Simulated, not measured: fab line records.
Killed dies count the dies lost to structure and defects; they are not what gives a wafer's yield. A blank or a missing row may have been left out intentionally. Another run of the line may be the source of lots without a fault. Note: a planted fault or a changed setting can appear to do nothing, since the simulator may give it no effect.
Which of the tools did it? | flow nand_harc | 12 lots with 36 wafers sampled at 6 steps, on a route of 1302 steps

== WHAT THE GAUGES READ, wafer by wafer ==
NHARC_P_GATE_CD_MEAS_59 targets a cd of 720 nm. Usual: cd_nm reads 719.9 nm (standard deviation 1.2).
lot  | measured     | on        | cd_nm (nm)        | flag
L620 | day 6 06:49  | cd_sem-02 | 717.7 718.3 719.7 |
L621 | day 6 18:24  | cd_sem-03 | 717.0 718.8 717.1 |
L624 | day 8 02:11  | cd_sem-01 | 720.4 720.8 720.1 |
L625 | day 8 17:11  | cd_sem-02 | - - -             | OFF
L629 | day 10 06:32 | cd_sem-01 | 720.0 719.8 720.3 |
L630 | day 10 10:09 | cd_sem-03 | 719.6 718.8 719.5 |
L636 | day 13 07:26 | cd_sem-03 | 721.5 719.7 720.2 |
L637 | day 13 11:59 | cd_sem-02 | 720.2 719.7 718.7 |
L638 | day 13 21:59 | cd_sem-03 | 720.4 719.3 719.3 |
L639 | day 14 04:14 | cd_sem-01 | 718.6 719.5 719.0 |
L641 | day 15 02:18 | cd_sem-02 | 719.8 722.4 719.9 |
L640 | day 16 03:56 | cd_sem-03 | 721.3 721.5 722.5 |

NHARC_END_SORT_01. Usual: killed_at_array 58, standard deviation 15; killed_at_other 0.8, standard deviation 1.2; killed_at_periphery 3.5, standard deviation 2.5; killed_dies 62, standard deviation 15; killed_open 3.2, standard deviation 1.7; killed_short 2.4, standard deviation 1.5.
lot  | measured     | on        | killed_at_array | killed_at_other | killed_at_periphery | killed_dies | killed_open | killed_short | flag
L625 | day 27 20:07 | prober-02 | 61 67 53        | 2 1 1           | 614 609 623         | 677 677 677 | 8 4 2       | 3 3 2        | OFF

== WHICH TOOL RAN EACH LOT (tool, then ch and the chambers of the sampled wafers, then the start) ==
lot  | NHARC_P_GATE_DEP_103            | NHARC_P_GATE_ALD_36               | NHARC_P_GATE_EXPOSE_56            | NHARC_P_GATE_STRIP_112
L620 | pecvd-03 ch 0,2, day 5 16:33    | ald_sin-01 ch 0,3, day 5 19:44    | krf_scanner-03 ch 0, day 6 06:40  | plasma_asher-02 ch 0,1, day 6 07:23
L621 | pecvd-03 ch 1,2, day 6 04:07    | ald_sin-03 ch 0,2,3, day 6 08:18  | krf_scanner-02 ch 0, day 6 18:14  | plasma_asher-02 ch 0,1, day 6 18:55
L624 | pecvd-03 ch 0,1,2, day 7 12:04  | ald_sin-03 ch 1,2,3, day 7 15:15  | krf_scanner-02 ch 0, day 8 02:01  | plasma_asher-02 ch 0,1, day 8 02:44
L625 | pecvd-03 ch 1,2, day 8 02:58    | ald_sin-01 ch 0,2, day 8 05:05    | krf_scanner-02 ch 0, day 8 17:02  | plasma_asher-01 ch 0,1, day 8 17:46
L629 | pecvd-04 ch 0,2, day 9 16:00    | ald_sin-04 ch 0,1,3, day 9 18:10  | krf_scanner-02 ch 0, day 10 06:23 | plasma_asher-01 ch 0,1, day 10 07:07
L630 | pecvd-02 ch 0,1,2, day 9 19:55  | ald_sin-03 ch 0,1,2, day 9 23:03  | krf_scanner-02 ch 0, day 10 09:59 | plasma_asher-01 ch 0,1, day 10 10:40
L636 | pecvd-02 ch 1,2, day 12 17:10   | ald_sin-04 ch 0,1,3, day 12 21:19 | krf_scanner-03 ch 0, day 13 07:17 | plasma_asher-01 ch 0,1, day 13 07:58
L637 | pecvd-04 ch 0,1,2, day 12 21:47 | ald_sin-01 ch 0,1, day 12 23:55   | krf_scanner-03 ch 0, day 13 11:50 | plasma_asher-01 ch 0,1, day 13 12:31
L638 | pecvd-02 ch 0,1,2, day 13 05:35 | ald_sin-03 ch 0,2,3, day 13 07:43 | krf_scanner-03 ch 0, day 13 21:50 | plasma_asher-01 ch 0,1, day 13 22:37
L639 | pecvd-04 ch 0,2, day 13 13:59   | ald_sin-04 ch 2,3, day 13 15:57   | krf_scanner-02 ch 0, day 14 04:05 | plasma_asher-02 ch 0,1, day 14 04:47
L641 | pecvd-03 ch 1,2, day 14 11:35   | ald_sin-01 ch 0,3, day 14 13:44   | krf_scanner-03 ch 0, day 15 02:09 | plasma_asher-01 ch 0,1, day 15 02:55
L640 | pecvd-03 ch 0,1, day 15 11:44   | ald_sin-01 ch 2,3, day 15 13:50   | krf_scanner-02 ch 0, day 16 03:47 | plasma_asher-01 ch 0,1, day 16 04:29
- NHARC_P_GATE_DEP_103: deposits SiON, target thk 30 nm.
- NHARC_P_GATE_ALD_36: deposits SiNx, target thk 20 nm, pulse time 60 s, ald cycles 223.
- NHARC_P_GATE_EXPOSE_56: exposes mask P PSD, target cd 720 nm.
- NHARC_P_GATE_STRIP_112: strips in N2/H2, time 200 s.

== WHAT THE TOOLS THEMSELVES READ (means of the sampled wafers that have a number; where no wafer has one, the mark that the record gives instead) ==
NHARC_P_GATE_DEP_103. Usual: heater_power_w reads 771 W (standard deviation 110).
lot  | tool     | heater_power_w (W) | flag
L620 | pecvd-03 | 882                |
L621 | pecvd-03 | 795                |
L624 | pecvd-03 | 738                |
L625 | pecvd-03 | 878                |
L629 | pecvd-04 | 740                |
L630 | pecvd-02 | 787                |
L636 | pecvd-02 | 810                |
L637 | pecvd-04 | 758                |
L638 | pecvd-02 | 764                |
L639 | pecvd-04 | 800                |
L641 | pecvd-03 | 911                |
L640 | pecvd-03 | 704                |

NHARC_P_GATE_ALD_36. Usual: heater_power_w 817 W, standard deviation 93; precursor_pulse_height_rel 1.000, standard deviation 0.019.
lot  | tool       | heater_power_w (W) | precursor_pulse_height_rel | flag
L620 | ald_sin-01 | 887                | 0.998                      |
L621 | ald_sin-03 | 785                | 1.000                      |
L624 | ald_sin-03 | 863                | 1.010                      |
L625 | ald_sin-01 | 865                | 0.999                      |
L629 | ald_sin-04 | 772                | 0.989                      |
L630 | ald_sin-03 | 846                | 0.994                      |
L636 | ald_sin-04 | 756                | 1.004                      |
L637 | ald_sin-01 | 787                | 1.006                      |
L638 | ald_sin-03 | 755                | 0.980                      |
L639 | ald_sin-04 | 835                | 0.991                      |
L641 | ald_sin-01 | 911                | 0.994                      |
L640 | ald_sin-01 | 829                | 0.983                      |

NHARC_P_GATE_EXPOSE_56. Usual: exposure_dose_mJ_cm2 14.813, standard deviation 0.017; stage_vel_mm_s 500.02 mm/s, standard deviation 0.24.
lot  | tool           | exposure_dose_mJ_cm2 | stage_vel_mm_s (mm/s) | flag
L620 | krf_scanner-03 | 14.812               | 500.17                |
L621 | krf_scanner-02 | 14.798               | 499.97                |
L624 | krf_scanner-02 | 14.808               | 499.86                |
L625 | krf_scanner-02 | 14.799               | 500.10                |
L629 | krf_scanner-02 | 14.808               | 500.01                |
L630 | krf_scanner-02 | 14.819               | 500.12                |
L636 | krf_scanner-03 | 14.816               | 500.08                |
L637 | krf_scanner-03 | 14.846               | 499.80                |
L638 | krf_scanner-03 | 14.829               | 499.95                |
L639 | krf_scanner-02 | 14.809               | 500.27                |
L641 | krf_scanner-03 | 14.820               | 500.15                |
L640 | krf_scanner-02 | 14.813               | 500.12                |

NHARC_P_GATE_STRIP_112. Usual: drypump_motor_current_A 5.8 A, standard deviation 0.5; heater_power_w 88 W, standard deviation 12.
lot  | tool            | drypump_motor_current_A (A) | heater_power_w (W) | flag
L620 | plasma_asher-02 | 5.7                         | 100                |
L621 | plasma_asher-02 | 5.7                         | 100                |
L624 | plasma_asher-02 | 6.2                         | 101                |
L625 | plasma_asher-01 | 5.7                         | 75                 |
L629 | plasma_asher-01 | 5.7                         | 74                 |
L630 | plasma_asher-01 | 5.7                         | 75                 |
L636 | plasma_asher-01 | 5.7                         | 79                 |
L637 | plasma_asher-01 | 5.7                         | 75                 |
L638 | plasma_asher-01 | 5.7                         | 73                 |
L639 | plasma_asher-02 | 6.2                         | 96                 |
L641 | plasma_asher-01 | 5.7                         | 75                 |
L640 | plasma_asher-01 | 5.7                         | 78                 |

== THE ANSWER, worked out from the rows above alone ==
Rule: a lot counts as off when the mean over its wafers that have a number is more than 3 standard deviations away from the usual mean. Also off: a lot with no number at a reading for which 4 or more lots have one. Any other lot the step has rows for is counted as sound. After the gauges, taken in route order, come the tools' own readings; for these a lot's mean is taken, as printed above. At the first step where some lot is off, the reading lying furthest off is the one used; lots without a number count as furthest.
Off, at NHARC_P_GATE_CD_MEAS_59 on cd_nm: L625. Without a number there: L625.
A tool fits if, at a process step before that reading, it ran every lot that is off, and no sound lot after the first of them. The gauges at NHARC_P_GATE_CD_MEAS_59 aren't tried: what is off there is off at NHARC_END_SORT_01 too, on other tools, and a gauge's error can't cause that. Not one of the candidates tried fits.

== WHAT THE SIMULATOR PUT IN ==
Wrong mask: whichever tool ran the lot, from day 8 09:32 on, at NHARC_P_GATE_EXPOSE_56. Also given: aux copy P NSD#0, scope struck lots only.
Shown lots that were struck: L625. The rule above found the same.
